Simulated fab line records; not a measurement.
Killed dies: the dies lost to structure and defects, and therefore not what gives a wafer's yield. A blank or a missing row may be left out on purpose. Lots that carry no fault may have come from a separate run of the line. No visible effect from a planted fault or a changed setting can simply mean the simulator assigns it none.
What tool caused it? || flow n5 finfet || 11 lots, 33 wafers sampled, at 4 steps of a route of 1938

WHAT EACH GAUGE READ, for each wafer
N5_BEOL_M11_OVL_MEAS_12. Usual: M11_OVL typically reads -0.1 nm, with standard deviation 0.84.
{"lot": "L575", "measured": "day 10 13:02", "on": "overlay-01", "M11_OVL (nm)": "0.4 -0.5 -1.3", "flag": ""}
{"lot": "L576", "measured": "day 10 17:46", "on": "overlay-01", "M11_OVL (nm)": "0.3 -0.7 -0.1", "flag": ""}
{"lot": "L578", "measured": "day 11 09:59", "on": "overlay-02", "M11_OVL (nm)": "-0.2 0.8 -0.1", "flag": ""}
{"lot": "L582", "measured": "day 12 04:14", "on": "overlay-02", "M11_OVL (nm)": "0.4 1.5 0.5", "flag": ""}
{"lot": "L587", "measured": "day 13 14:48", "on": "overlay-02", "M11_OVL (nm)": "-1.2 -0.9 -2.1", "flag": ""}
{"lot": "L590", "measured": "day 14 10:01", "on": "overlay-02", "M11_OVL (nm)": "0.1 -0.1 0.1", "flag": ""}
{"lot": "L588", "measured": "day 14 17:59", "on": "overlay-02", "M11_OVL (nm)": "-0.9 0.3 0.8", "flag": ""}
{"lot": "L589", "measured": "day 14 18:08", "on": "overlay-02", "M11_OVL (nm)": "0.4 -0.2 -1.3", "flag": ""}
{"lot": "L592", "measured": "day 14 18:19", "on": "overlay-01", "M11_OVL (nm)": "-0.4 -1.0 2.3", "flag": ""}
{"lot": "L593", "measured": "day 15 06:08", "on": "overlay-02", "M11_OVL (nm)": "0.9 0.2 0.1", "flag": ""}
{"lot": "L596", "measured": "day 15 17:01", "on": "overlay-02", "M11_OVL (nm)": "-0.6 -0.6 -0.5", "flag": ""}

N5_BEOL_M11_OVL_MEAS_29. Usual: V10_OVL typically reads -1.2 nm, with standard deviation 0.72.
{"lot": "L575", "measured": "day 10 14:07", "on": "overlay-02", "V10_OVL (nm)": "-0.8 -0.2 -0.4", "flag": ""}
{"lot": "L576", "measured": "day 10 19:28", "on": "overlay-02", "V10_OVL (nm)": "-1.7 -2.4 -1.8", "flag": ""}
{"lot": "L578", "measured": "day 11 13:43", "on": "overlay-01", "V10_OVL (nm)": "-0.3 -1.7 -2.3", "flag": ""}
{"lot": "L582", "measured": "day 12 05:22", "on": "overlay-02", "V10_OVL (nm)": "-0.5 -0.8 -0.8", "flag": ""}
{"lot": "L587", "measured": "day 13 19:11", "on": "overlay-02", "V10_OVL (nm)": "-0.9 -1.6 -1.2", "flag": ""}
{"lot": "L590", "measured": "day 14 11:26", "on": "overlay-01", "V10_OVL (nm)": "-1.1 -1.1 -0.6", "flag": ""}
{"lot": "L588", "measured": "day 14 19:29", "on": "overlay-02", "V10_OVL (nm)": "-1.8 -0.7 -0.1", "flag": ""}
{"lot": "L589", "measured": "day 14 19:40", "on": "overlay-02", "V10_OVL (nm)": "-0.8 -0.1 -1.0", "flag": ""}
{"lot": "L592", "measured": "day 14 19:50", "on": "overlay-02", "V10_OVL (nm)": "-0.9 -2.1 -0.1", "flag": ""}
{"lot": "L593", "measured": "day 15 08:18", "on": "overlay-02", "V10_OVL (nm)": "-1.1 -0.9 -1.0", "flag": ""}
{"lot": "L596", "measured": "day 15 18:36", "on": "overlay-02", "V10_OVL (nm)": "-2.5 -2.2 -1.9", "flag": ""}

WHICH TOOL RAN EACH LOT (tool, then ch and the chambers of the sampled wafers, then the start)
{"lot": "L575", "N5_BEOL_M11_ETCH_62": "rie diel-06 ch 0,1,2, day 10 13:18", "N5_BEOL_M11_COAT_63": "litho track-04 ch 0, day 10 13:50"}
{"lot": "L576", "N5_BEOL_M11_ETCH_62": "rie diel-05 ch 1,2, day 10 18:03", "N5_BEOL_M11_COAT_63": "litho track-02 ch 0, day 10 19:11"}
{"lot": "L578", "N5_BEOL_M11_ETCH_62": "rie diel-01 ch 0,2, day 11 10:08", "N5_BEOL_M11_COAT_63": "litho track-04 ch 0, day 11 13:19"}
{"lot": "L582", "N5_BEOL_M11_ETCH_62": "rie diel-06 ch 1,3, day 12 04:22", "N5_BEOL_M11_COAT_63": "litho track-04 ch 0, day 12 05:05"}
{"lot": "L587", "N5_BEOL_M11_ETCH_62": "rie diel-06 ch 0,2,3, day 13 14:56", "N5_BEOL_M11_COAT_63": "litho track-04 ch 0, day 13 18:47"}
{"lot": "L590", "N5_BEOL_M11_ETCH_62": "rie diel-06 ch 0,1,2, day 14 10:28", "N5_BEOL_M11_COAT_63": "litho track-05 ch 0, day 14 11:10"}
{"lot": "L588", "N5_BEOL_M11_ETCH_62": "rie diel-05 ch 1,2,3, day 14 18:07", "N5_BEOL_M11_COAT_63": "litho track-02 ch 0, day 14 19:13"}
{"lot": "L589", "N5_BEOL_M11_ETCH_62": "rie diel-01 ch 1,2, day 14 18:22", "N5_BEOL_M11_COAT_63": "litho track-04 ch 0, day 14 19:15"}
{"lot": "L592", "N5_BEOL_M11_ETCH_62": "rie diel-05 ch 0,2,3, day 14 18:27", "N5_BEOL_M11_COAT_63": "litho track-05 ch 0, day 14 19:15"}
{"lot": "L593", "N5_BEOL_M11_ETCH_62": "rie diel-06 ch 0,1, day 15 06:17", "N5_BEOL_M11_COAT_63": "litho track-05 ch 0, day 15 07:54"}
{"lot": "L596", "N5_BEOL_M11_ETCH_62": "rie diel-05 ch 0,2,3, day 15 17:43", "N5_BEOL_M11_COAT_63": "litho track-05 ch 0, day 15 18:11"}
- N5_BEOL_M11_ETCH_62: etches SOC in N2/H2, target depth 110 nm, overetch 22 nm, time 165 s.
- N5_BEOL_M11_COAT_63: time 60 s, resist thk 100 nm.

AS READ BY THE TOOLS THEMSELVES (means over the sampled wafers that have a number; for cases with no such wafer, the mark the record gives instead)
N5_BEOL_M11_ETCH_62. Usual: drypump motor current A 5.9 A, standard deviation 0.37; n2 flow sccm 200.0 sccm, standard deviation 0.64; oes product au 0.67 a.u., standard deviation 0.066; rf vpp V 523.4 V, standard deviation 2.7; showerhead plenum p Torr 2.53 Torr, standard deviation 0.097; throttle valve pct 17.88 %, standard deviation 0.21.
{"lot": "L575", "tool": "rie diel-06", "drypump motor current A (A)": 6.0, "n2 flow sccm (sccm)": 199.7, "oes product au (a.u.)": 0.66, "rf vpp V (V)": 523.6, "showerhead plenum p Torr (Torr)": 2.55, "throttle valve pct (%)": 17.86, "flag": ""}
{"lot": "L576", "tool": "rie diel-05", "drypump motor current A (A)": 6.3, "n2 flow sccm (sccm)": 200.1, "oes product au (a.u.)": 0.58, "rf vpp V (V)": 521.4, "showerhead plenum p Torr (Torr)": 2.48, "throttle valve pct (%)": 18.24, "flag": ""}
{"lot": "L578", "tool": "rie diel-01", "drypump motor current A (A)": 5.5, "n2 flow sccm (sccm)": 200.0, "oes product au (a.u.)": 0.64, "rf vpp V (V)": 523.1, "showerhead plenum p Torr (Torr)": 2.55, "throttle valve pct (%)": 17.89, "flag": ""}
{"lot": "L582", "tool": "rie diel-06", "drypump motor current A (A)": 6.1, "n2 flow sccm (sccm)": 199.6, "oes product au (a.u.)": 0.74, "rf vpp V (V)": 524.1, "showerhead plenum p Torr (Torr)": 2.56, "throttle valve pct (%)": 17.78, "flag": ""}
{"lot": "L587", "tool": "rie diel-06", "drypump motor current A (A)": 5.9, "n2 flow sccm (sccm)": 200.1, "oes product au (a.u.)": 0.72, "rf vpp V (V)": 521.2, "showerhead plenum p Torr (Torr)": 2.47, "throttle valve pct (%)": 17.74, "flag": ""}
{"lot": "L590", "tool": "rie diel-06", "drypump motor current A (A)": 6.0, "n2 flow sccm (sccm)": 199.8, "oes product au (a.u.)": 0.71, "rf vpp V (V)": 524.1, "showerhead plenum p Torr (Torr)": 2.54, "throttle valve pct (%)": 17.76, "flag": ""}
{"lot": "L588", "tool": "rie diel-05", "drypump motor current A (A)": 5.9, "n2 flow sccm (sccm)": 200.5, "oes product au (a.u.)": 0.65, "rf vpp V (V)": 524.9, "showerhead plenum p Torr (Torr)": 2.58, "throttle valve pct (%)": 18.07, "flag": ""}
{"lot": "L589", "tool": "rie diel-01", "drypump motor current A (A)": 5.8, "n2 flow sccm (sccm)": 200.5, "oes product au (a.u.)": 0.74, "rf vpp V (V)": 524.1, "showerhead plenum p Torr (Torr)": 2.58, "throttle valve pct (%)": 17.75, "flag": ""}
{"lot": "L592", "tool": "rie diel-05", "drypump motor current A (A)": 5.8, "n2 flow sccm (sccm)": 200.0, "oes product au (a.u.)": 0.68, "rf vpp V (V)": 523.2, "showerhead plenum p Torr (Torr)": 2.52, "throttle valve pct (%)": 17.91, "flag": ""}
{"lot": "L593", "tool": "rie diel-06", "drypump motor current A (A)": 6.1, "n2 flow sccm (sccm)": 200.1, "oes product au (a.u.)": 0.68, "rf vpp V (V)": 524.5, "showerhead plenum p Torr (Torr)": 2.60, "throttle valve pct (%)": 17.76, "flag": ""}
{"lot": "L596", "tool": "rie diel-05", "drypump motor current A (A)": 5.8, "n2 flow sccm (sccm)": 200.2, "oes product au (a.u.)": 0.67, "rf vpp V (V)": 523.1, "showerhead plenum p Torr (Torr)": 2.52, "throttle valve pct (%)": 17.92, "flag": ""}

N5_BEOL_M11_COAT_63. Usual: heater power total W 500.4 W, standard deviation 2; plate temp C 250.02 C, standard deviation 0.18; spin speed rpm 1499.9 rpm, standard deviation 1.1.
{"lot": "L575", "tool": "litho track-04", "heater power total W (W)": 500.1, "plate temp C (C)": 250.05, "spin speed rpm (rpm)": 1499.7, "flag": ""}
{"lot": "L576", "tool": "litho track-02", "heater power total W (W)": 499.7, "plate temp C (C)": 250.09, "spin speed rpm (rpm)": 1500.1, "flag": ""}
{"lot": "L578", "tool": "litho track-04", "heater power total W (W)": 498.6, "plate temp C (C)": 249.77, "spin speed rpm (rpm)": 1501.3, "flag": ""}
{"lot": "L582", "tool": "litho track-04", "heater power total W (W)": 499.3, "plate temp C (C)": 249.98, "spin speed rpm (rpm)": 1500.6, "flag": ""}
{"lot": "L587", "tool": "litho track-04", "heater power total W (W)": 835.2, "plate temp C (C)": 266.40, "spin speed rpm (rpm)": 1501.7, "flag": "OFF"}
{"lot": "L590", "tool": "litho track-05", "heater power total W (W)": 501.8, "plate temp C (C)": 249.83, "spin speed rpm (rpm)": 1499.9, "flag": ""}
{"lot": "L588", "tool": "litho track-02", "heater power total W (W)": 500.9, "plate temp C (C)": 250.05, "spin speed rpm (rpm)": 1498.4, "flag": ""}
{"lot": "L589", "tool": "litho track-04", "heater power total W (W)": 834.6, "plate temp C (C)": 266.72, "spin speed rpm (rpm)": 1498.5, "flag": "OFF"}
{"lot": "L592", "tool": "litho track-05", "heater power total W (W)": 499.9, "plate temp C (C)": 250.13, "spin speed rpm (rpm)": 1499.2, "flag": ""}
{"lot": "L593", "tool": "litho track-05", "heater power total W (W)": 500.9, "plate temp C (C)": 250.09, "spin speed rpm (rpm)": 1501.0, "flag": ""}
{"lot": "L596", "tool": "litho track-05", "heater power total W (W)": 499.3, "plate temp C (C)": 250.17, "spin speed rpm (rpm)": 1499.3, "flag": ""}

THE ANSWER, worked out from the rows above alone
Rule: take the mean of a lot's wafers that have a number; if it is more than 3 standard deviations from the usual mean, the lot is off. A lot without any number at a reading at which 4 lots or more have one is off too. Where the step has rows for the other lots, those lots are counted as sound. After the gauges, taken in route order, come the tools' own readings; for these a lot's mean is taken, as printed above. At the first step where some lot is off, the reading lying furthest off is the one used; lots without a number count as furthest.
Off, at N5_BEOL_M11_COAT_63 on heater power total W: L587, L589.
If a tool, at that step or one of the process steps before it, ran each lot that is off and ran no sound lot following the first of them, it fits. One fits: litho track-04 at N5_BEOL_M11_COAT_63. Its last sound lot is L582 (day 12 05:05), its first lot that is off L587 (day 13 18:47): a fault that began between those two fits.
The tool's own readings at N5_BEOL_M11_COAT_63 bear it out: on the lots that are off they differ by more than 5 times the standard deviation of the sound lots' means. heater power total W reads 834.9 W there against 500.1 W on the sound lots; plate temp C reads 266.56 C there against 250.02 C on the sound lots.

WHAT HAD BEEN PUT IN BY THE SIMULATOR
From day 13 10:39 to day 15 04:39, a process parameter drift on litho track-04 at N5_BEOL_M11_COAT_63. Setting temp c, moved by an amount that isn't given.
Shown lots that were struck: L587, L589. The rule above reached the same finding.
